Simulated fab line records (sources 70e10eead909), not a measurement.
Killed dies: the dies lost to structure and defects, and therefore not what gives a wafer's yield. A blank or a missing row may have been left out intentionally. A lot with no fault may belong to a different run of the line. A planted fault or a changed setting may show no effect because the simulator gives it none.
The tool behind it: which one?	flow nand_harc	20 lots, 60 wafers sampled, at 6 steps of a route of 1302

## WHAT THE GAUGES SHOWED, per wafer
Not one reading of a measure or inspect step in the record can be checked against a usual standard deviation.

## WHAT TOOL EACH LOT RAN ON (gives the tool, then ch and the chambers of the sampled wafers, and finally the start)
lot	NHARC_A_STAIRCASE_TRIM_22	NHARC_A_STAIRCASE_STRIP_175	NHARC_A_STAIRCASE_TRIM_189	NHARC_A_STAIRCASE_TRIM_193	NHARC_A_STAIRCASE_ETCH_223	NHARC_A_STAIRCASE_TRIM_229
L074	rie_diel-12 ch 1,2, day 15 10:44 or earlier	plasma_asher-02 ch 0,1, day 15 10:44	rie_diel-12 ch 0,1,2, day 15 20:34 or earlier	rie_diel-12 ch 0,1, day 15 20:34 or earlier	rie_diel-12 ch 0,1, day 15 20:34 or earlier	rie_diel-03 ch 0,1, day 15 20:34
L075	rie_diel-12 ch 1,3, day 16 03:31 or earlier	plasma_asher-01 ch 0,1, day 16 03:31	rie_diel-13 ch 0,1,2, day 16 13:12 or earlier	rie_diel-13 ch 0,2,3, day 16 13:12 or earlier	rie_diel-03 ch 0,1,2, day 16 13:12 or earlier	rie_diel-13 ch 0,3, day 16 13:12
L077	rie_diel-03 ch 0,2,3, day 16 22:01 or earlier	plasma_asher-02 ch 0,1, day 16 22:01	rie_diel-13 ch 1,2,3, day 17 04:12 or earlier	rie_diel-13 ch 0,2,3, day 17 04:12 or earlier	rie_diel-12 ch 0,1, day 17 04:12 or earlier	rie_diel-12 ch 0,1,3, day 17 04:12
L078	rie_diel-12 ch 0,3, day 17 03:26 or earlier	plasma_asher-01 ch 0,1, day 17 03:26	rie_diel-03 ch 1,3, day 17 10:00 or earlier	rie_diel-03 ch 1,2, day 17 10:00 or earlier	rie_diel-03 ch 0,1, day 17 10:00 or earlier	rie_diel-12 ch 0,2,3, day 17 10:00
L079	rie_diel-13 ch 2,3, day 17 10:44 or earlier	plasma_asher-02 ch 0,1, day 17 10:44	rie_diel-03 ch 0,1,2, day 17 17:01 or earlier	rie_diel-03 ch 0,2,3, day 17 17:01 or earlier	rie_diel-12 ch 1,3, day 17 17:01 or earlier	rie_diel-03 ch 0,1,3, day 17 17:01
L080	rie_diel-13 ch 0,1,3, day 18 06:47 or earlier	plasma_asher-01 ch 0,1, day 18 06:47	rie_diel-12 ch 0,3, day 18 14:43 or earlier	rie_diel-12 ch 1,2,3, day 18 14:43 or earlier	rie_diel-03 ch 0,1,3, day 18 14:43 or earlier	rie_diel-03 ch 0,1,2, day 18 14:43
L081	rie_diel-12 ch 2,3, day 18 17:29 or earlier	plasma_asher-01 ch 0,1, day 18 17:29	rie_diel-12 ch 1,2, day 18 23:29 or earlier	rie_diel-12 ch 2,3, day 18 23:29 or earlier	rie_diel-12 ch 0,3, day 18 23:29 or earlier	rie_diel-12 ch 0,2,3, day 18 23:29
L083	rie_diel-13 ch 1,2,3, day 19 19:59 or earlier	plasma_asher-02 ch 0,1, day 19 19:59	rie_diel-13 ch 0,2,3, day 20 03:02 or earlier	rie_diel-13 ch 0,1,3, day 20 03:02 or earlier	rie_diel-03 ch 1,2,3, day 20 03:02 or earlier	rie_diel-03 ch 1,2,3, day 20 03:02
L084	rie_diel-13 ch 0,1, day 20 06:23 or earlier	plasma_asher-01 ch 0,1, day 20 06:23	rie_diel-12 ch 0,1,3, day 20 13:01 or earlier	rie_diel-12 ch 0,1, day 20 13:01 or earlier	rie_diel-12 ch 0,3, day 20 13:01 or earlier	rie_diel-12 ch 1,2,3, day 20 13:01
L085	rie_diel-13 ch 1,2,3, day 20 06:42 or earlier	plasma_asher-01 ch 0,1, day 20 06:42	rie_diel-13 ch 0,1,2, day 20 16:53 or earlier	rie_diel-13 ch 0,1, day 20 16:53 or earlier	rie_diel-13 ch 0,1, day 20 16:53 or earlier	rie_diel-13 ch 2,3, day 20 16:53
L086	rie_diel-03 ch 1,2, day 21 00:42 or earlier	plasma_asher-01 ch 0,1, day 21 00:42	rie_diel-12 ch 0,1,3, day 21 06:49 or earlier	rie_diel-12 ch 0,1,3, day 21 06:49 or earlier	rie_diel-03 ch 0,1,3, day 21 06:49 or earlier	rie_diel-03 ch 0,1,2, day 21 06:49
L087	rie_diel-12 ch 0,1,2, day 21 14:42 or earlier	plasma_asher-01 ch 0,1, day 21 14:42	rie_diel-13 ch 0,1, day 21 20:53 or earlier	rie_diel-13 ch 0,1,3, day 21 20:53 or earlier	rie_diel-12 ch 0,1,2, day 21 20:53 or earlier	rie_diel-03 ch 1,2, day 21 20:53
L089	rie_diel-03 ch 1,2, day 22 00:49 or earlier	plasma_asher-02 ch 0,1, day 22 00:49	rie_diel-12 ch 2,3, day 22 07:17 or earlier	rie_diel-12 ch 0,3, day 22 07:17 or earlier	rie_diel-12 ch 0,1, day 22 07:17 or earlier	rie_diel-12 ch 0,1,2, day 22 07:17
L090	rie_diel-03 ch 0,1,2, day 22 12:01 or earlier	plasma_asher-01 ch 0,1, day 22 12:01	rie_diel-12 ch 1,2,3, day 22 22:05 or earlier	rie_diel-12 ch 0,2, day 22 22:05 or earlier	rie_diel-03 ch 0,1,2, day 22 22:05 or earlier	rie_diel-03 ch 0,2,3, day 22 22:05
L091	rie_diel-13 ch 0,1,3, day 22 12:09 or earlier	plasma_asher-02 ch 0, day 22 12:09	rie_diel-13 ch 0,1,3, day 22 20:12 or earlier	rie_diel-13 ch 0,3, day 22 20:12 or earlier	rie_diel-03 ch 1,2,3, day 22 20:12 or earlier	rie_diel-12 ch 0,1, day 22 20:12
L092	rie_diel-03 ch 0,1,2, day 23 00:20 or earlier	plasma_asher-02 ch 0,1, day 23 00:20	rie_diel-03 ch 2,3, day 23 07:59 or earlier	rie_diel-03 ch 1,2,3, day 23 07:59 or earlier	rie_diel-13 ch 0,1,3, day 23 07:59 or earlier	rie_diel-12 ch 0,1,3, day 23 07:59
L093	rie_diel-12 ch 0,1,3, day 24 00:40 or earlier	plasma_asher-02 ch 0,1, day 24 00:40	rie_diel-13 ch 0,2,3, day 24 07:23 or earlier	rie_diel-13 ch 1,2,3, day 24 07:23 or earlier	rie_diel-03 ch 1,2,3, day 24 07:23 or earlier	rie_diel-03 ch 2,3, day 24 07:23
L094	rie_diel-03 ch 0,2, day 24 17:32 or earlier	plasma_asher-02 ch 0,1, day 24 17:32	rie_diel-12 ch 1,2,3, day 25 02:46 or earlier	rie_diel-12 ch 0,1,3, day 25 02:46 or earlier	rie_diel-03 ch 0,2,3, day 25 02:46 or earlier	rie_diel-12 ch 0,3, day 25 02:46
L095	rie_diel-03 ch 1,2, day 25 01:46 or earlier	plasma_asher-02 ch 0,1, day 25 01:46	rie_diel-03 ch 0,1,2, day 25 08:58 or earlier	rie_diel-03 ch 0,1,2, day 25 08:58 or earlier	rie_diel-13 ch 0,1,2, day 25 08:58 or earlier	rie_diel-13 ch 0,1,2, day 25 08:58
L096	rie_diel-12 ch 2,3, day 25 07:19 or earlier	plasma_asher-01 ch 0,1, day 25 07:19	rie_diel-03 ch 1,3, day 25 16:42 or earlier	rie_diel-03 ch 0,1,3, day 25 16:42 or earlier	rie_diel-12 ch 0,3, day 25 16:42 or earlier	rie_diel-03 ch 1,3, day 25 16:42
- NHARC_A_STAIRCASE_TRIM_22: chemistry O2, time 211.2 s.
- NHARC_A_STAIRCASE_STRIP_175: strips in O2.
- NHARC_A_STAIRCASE_TRIM_189: chemistry O2, time 211.2 s.
- NHARC_A_STAIRCASE_TRIM_193: chemistry O2, time 211.2 s.
- NHARC_A_STAIRCASE_ETCH_223: etches the open film in C4F8/O2, target depth 100 nm, time 40.5 s.
- NHARC_A_STAIRCASE_TRIM_229: chemistry O2, time 211.2 s.

## AS READ BY THE TOOLS THEMSELVES (means over the sampled wafers that have a number; for cases with no such wafer, the mark the record gives instead)
NHARC_A_STAIRCASE_TRIM_22.
lot	tool	chamber_pressure_mTorr (mTorr)	drypump_motor_current_A (A)	oes_product_au (a.u.)	rf_vpp_V (V)	showerhead_plenum_p_Torr (Torr)	throttle_valve_pct (%)
L074	rie_diel-12	60.05	5.8	1.003	58.1	3.54	17.035
L075	rie_diel-12	60.02	5.7	0.989	57.8	3.46	17.033
L077	rie_diel-03	60.06	5.6	1.003	57.4	3.51	17.039
L078	rie_diel-12	59.99	5.8	0.998	57.2	3.47	17.033
L079	rie_diel-13	59.97	5.9	1.005	57.8	3.39	17.028
L080	rie_diel-13	60.01	5.5	0.997	57.9	3.50	17.037
L081	rie_diel-12	60.00	6.0	1.005	58.5	3.60	17.035
L083	rie_diel-13	59.95	5.8	1.013	57.3	3.38	17.031
L084	rie_diel-13	59.93	5.5	1.010	57.9	3.63	17.036
L085	rie_diel-13	60.01	5.9	1.008	56.3	3.37	17.037
L086	rie_diel-03	60.02	5.8	0.995	56.8	3.42	17.039
L087	rie_diel-12	60.00	5.7	0.996	58.2	3.42	17.033
L089	rie_diel-03	60.06	5.8	0.989	57.6	3.41	17.039
L090	rie_diel-03	60.06	5.6	0.987	57.8	3.44	17.034
L091	rie_diel-13	60.02	5.5	1.003	57.2	3.48	17.038
L092	rie_diel-03	59.97	5.6	0.999	56.6	3.44	17.039
L093	rie_diel-12	59.95	5.6	1.006	57.1	3.37	17.039
L094	rie_diel-03	59.97	5.9	0.996	57.6	3.33	17.041
L095	rie_diel-03	59.98	5.6	0.990	58.1	3.50	17.032
L096	rie_diel-12	60.00	6.0	0.989	57.8	3.58	17.042

NHARC_A_STAIRCASE_STRIP_175.
lot	tool	drypump_motor_current_A (A)	heater_power_w (W)
L074	plasma_asher-02	5.4	303
L075	plasma_asher-01	6.1	406
L077	plasma_asher-02	5.4	286
L078	plasma_asher-01	6.2	386
L079	plasma_asher-02	5.4	285
L080	plasma_asher-01	6.2	380
L081	plasma_asher-01	6.2	378
L083	plasma_asher-02	5.4	308
L084	plasma_asher-01	6.1	402
L085	plasma_asher-01	6.2	380
L086	plasma_asher-01	6.2	382
L087	plasma_asher-01	6.2	380
L089	plasma_asher-02	5.4	278
L090	plasma_asher-01	6.2	379
L091	plasma_asher-02	5.4	263
L092	plasma_asher-02	5.4	284
L093	plasma_asher-02	5.4	276
L094	plasma_asher-02	5.4	295
L095	plasma_asher-02	5.4	294
L096	plasma_asher-01	6.2	371

NHARC_A_STAIRCASE_TRIM_189.
lot	tool	chamber_pressure_mTorr (mTorr)	drypump_motor_current_A (A)	oes_product_au (a.u.)	rf_vpp_V (V)	showerhead_plenum_p_Torr (Torr)	throttle_valve_pct (%)
L074	rie_diel-12	59.96	5.7	0.996	58.3	3.44	17.036
L075	rie_diel-13	59.96	5.9	1.010	58.3	3.54	17.037
L077	rie_diel-13	60.02	5.8	1.007	57.7	3.39	17.035
L078	rie_diel-03	59.97	5.3	0.995	58.1	3.74	17.044
L079	rie_diel-03	60.02	5.7	1.005	58.8	3.46	17.030
L080	rie_diel-12	59.95	5.7	1.012	57.5	3.40	17.036
L081	rie_diel-12	60.01	5.8	1.001	58.9	3.53	17.031
L083	rie_diel-13	60.00	5.9	1.000	57.9	3.52	17.036
L084	rie_diel-12	60.04	5.7	0.997	57.8	3.39	17.039
L085	rie_diel-13	60.00	5.8	1.014	58.2	3.52	17.033
L086	rie_diel-12	60.01	5.7	0.993	58.1	3.39	17.034
L087	rie_diel-13	59.98	5.4	0.996	58.1	3.49	17.035
L089	rie_diel-12	60.01	5.9	0.995	57.0	3.56	17.042
L090	rie_diel-12	59.97	5.8	0.990	57.7	3.48	17.036
L091	rie_diel-13	59.95	5.5	1.005	57.4	3.48	17.042
L092	rie_diel-03	59.99	5.9	0.989	57.7	3.46	17.042
L093	rie_diel-13	59.97	5.9	1.000	58.0	3.51	17.039
L094	rie_diel-12	60.00	5.8	0.994	57.4	3.47	17.039
L095	rie_diel-03	59.96	5.6	0.991	56.9	3.43	17.025
L096	rie_diel-03	60.01	5.3	0.998	58.1	3.70	17.035

NHARC_A_STAIRCASE_TRIM_193.
lot	tool	chamber_pressure_mTorr (mTorr)	drypump_motor_current_A (A)	oes_product_au (a.u.)	rf_vpp_V (V)	showerhead_plenum_p_Torr (Torr)	throttle_valve_pct (%)
L074	rie_diel-12	59.99	5.5	1.010	56.9	3.34	17.032
L075	rie_diel-13	60.00	5.9	1.008	57.7	3.54	17.037
L077	rie_diel-13	60.04	5.8	0.996	58.4	3.54	17.032
L078	rie_diel-03	59.99	5.6	1.002	58.0	3.53	17.030
L079	rie_diel-03	60.07	5.6	1.007	56.9	3.51	17.030
L080	rie_diel-12	59.93	5.8	0.991	56.8	3.49	17.029
L081	rie_diel-12	60.02	6.0	1.004	57.8	3.60	17.033
L083	rie_diel-13	59.99	5.5	1.011	57.2	3.49	17.031
L084	rie_diel-12	59.91	5.6	1.000	57.8	3.32	17.031
L085	rie_diel-13	60.03	5.4	1.006	57.4	3.49	17.040
L086	rie_diel-12	60.01	5.6	0.995	57.8	3.38	17.038
L087	rie_diel-13	59.96	5.5	1.004	57.4	3.49	17.032
L089	rie_diel-12	60.00	5.7	0.992	57.5	3.39	17.038
L090	rie_diel-12	59.98	5.7	0.998	57.2	3.42	17.038
L091	rie_diel-13	60.01	5.5	1.006	58.0	3.48	17.039
L092	rie_diel-03	60.08	5.6	0.996	58.0	3.56	17.037
L093	rie_diel-13	60.01	5.9	1.004	57.7	3.36	17.035
L094	rie_diel-12	59.98	5.6	0.996	56.8	3.37	17.032
L095	rie_diel-03	59.96	5.7	1.001	58.0	3.43	17.031
L096	rie_diel-03	59.97	5.4	0.980	57.6	3.58	17.027

NHARC_A_STAIRCASE_ETCH_223.
lot	tool	chamber_pressure_mTorr (mTorr)	oes_product_au (a.u.)	rf_vpp_V (V)
L074	rie_diel-12	24.999	0.953	890
L075	rie_diel-03	25.009	0.937	895
L077	rie_diel-12	25.010	0.957	889
L078	rie_diel-03	24.997	0.943	897
L079	rie_diel-12	25.003	0.942	891
L080	rie_diel-03	24.999	0.948	899
L081	rie_diel-12	25.007	0.942	894
L083	rie_diel-03	24.971	0.954	897
L084	rie_diel-12	24.998	0.935	894
L085	rie_diel-13	24.986	0.939	900
L086	rie_diel-03	25.000	0.940	898
L087	rie_diel-12	24.995	0.930	892
L089	rie_diel-12	24.993	0.940	888
L090	rie_diel-03	24.993	0.930	893
L091	rie_diel-03	24.987	0.942	898
L092	rie_diel-13	24.966	0.945	895
L093	rie_diel-03	25.009	0.949	897
L094	rie_diel-03	25.006	0.932	894
L095	rie_diel-13	24.998	0.934	895
L096	rie_diel-12	24.991	0.953	893

NHARC_A_STAIRCASE_TRIM_229.
lot	tool	chamber_pressure_mTorr (mTorr)	drypump_motor_current_A (A)	oes_product_au (a.u.)	rf_vpp_V (V)	showerhead_plenum_p_Torr (Torr)	throttle_valve_pct (%)
L074	rie_diel-03	60.01	5.4	1.009	58.8	3.56	17.032
L075	rie_diel-13	59.97	5.5	1.015	57.5	3.65	17.042
L077	rie_diel-12	60.01	5.6	1.008	57.7	3.40	17.035
L078	rie_diel-12	59.97	5.8	1.001	57.5	3.51	17.022
L079	rie_diel-03	60.02	5.4	1.008	58.0	3.61	17.036
L080	rie_diel-03	59.93	5.6	1.010	57.5	3.45	17.041
L081	rie_diel-12	59.96	5.8	0.999	57.4	3.50	17.046
L083	rie_diel-03	60.02	5.6	1.013	57.7	3.57	17.036
L084	rie_diel-12	59.98	5.7	0.992	57.0	3.49	17.033
L085	rie_diel-13	59.96	6.2	1.009	56.8	3.40	17.036
L086	rie_diel-03	60.01	5.6	0.992	57.1	3.44	17.046
L087	rie_diel-03	60.06	5.6	0.999	58.2	3.51	17.037
L089	rie_diel-12	60.04	5.7	0.995	58.0	3.41	17.021
L090	rie_diel-03	59.97	5.6	1.000	57.4	3.49	17.039
L091	rie_diel-12	60.04	5.5	1.008	56.9	3.31	17.033
L092	rie_diel-12	60.03	5.6	1.000	58.2	3.37	17.032
L093	rie_diel-03	60.03	5.8	0.998	58.0	3.45	17.032
L094	rie_diel-12	59.99	5.7	1.002	57.8	3.38	17.034
L095	rie_diel-13	60.02	5.8	1.004	58.1	3.50	17.038
L096	rie_diel-03	60.01	5.3	0.993	58.5	3.64	17.038

## THE ANSWER, worked out from the rows above alone
Rule: the lots themselves supply what counts as usual. The widest of any qualifying gaps counts: lots, ordered by their means at a reading, are off when they make up no more than a third of the lots, leave a main group of 4 or more, and stand apart from it by 3 or more times the standard deviation of that group's means. A main group is skipped when, at the precision printed for the reading in the tables above, its means are all equal. Also off: a lot with no number at a reading for which 4 or more lots have one. The other lots that the step has rows for count as sound. After the gauges, taken in route order, come the tools' own readings; for these a lot's mean is taken, as printed above. The first step at which some lot is off is used, and at that step the reading that is off furthest; a lot without a number counts as furthest.
No lot is off at any reading shown: from this, nothing can be told.

## WHAT WAS PUT IN BY THE SIMULATOR
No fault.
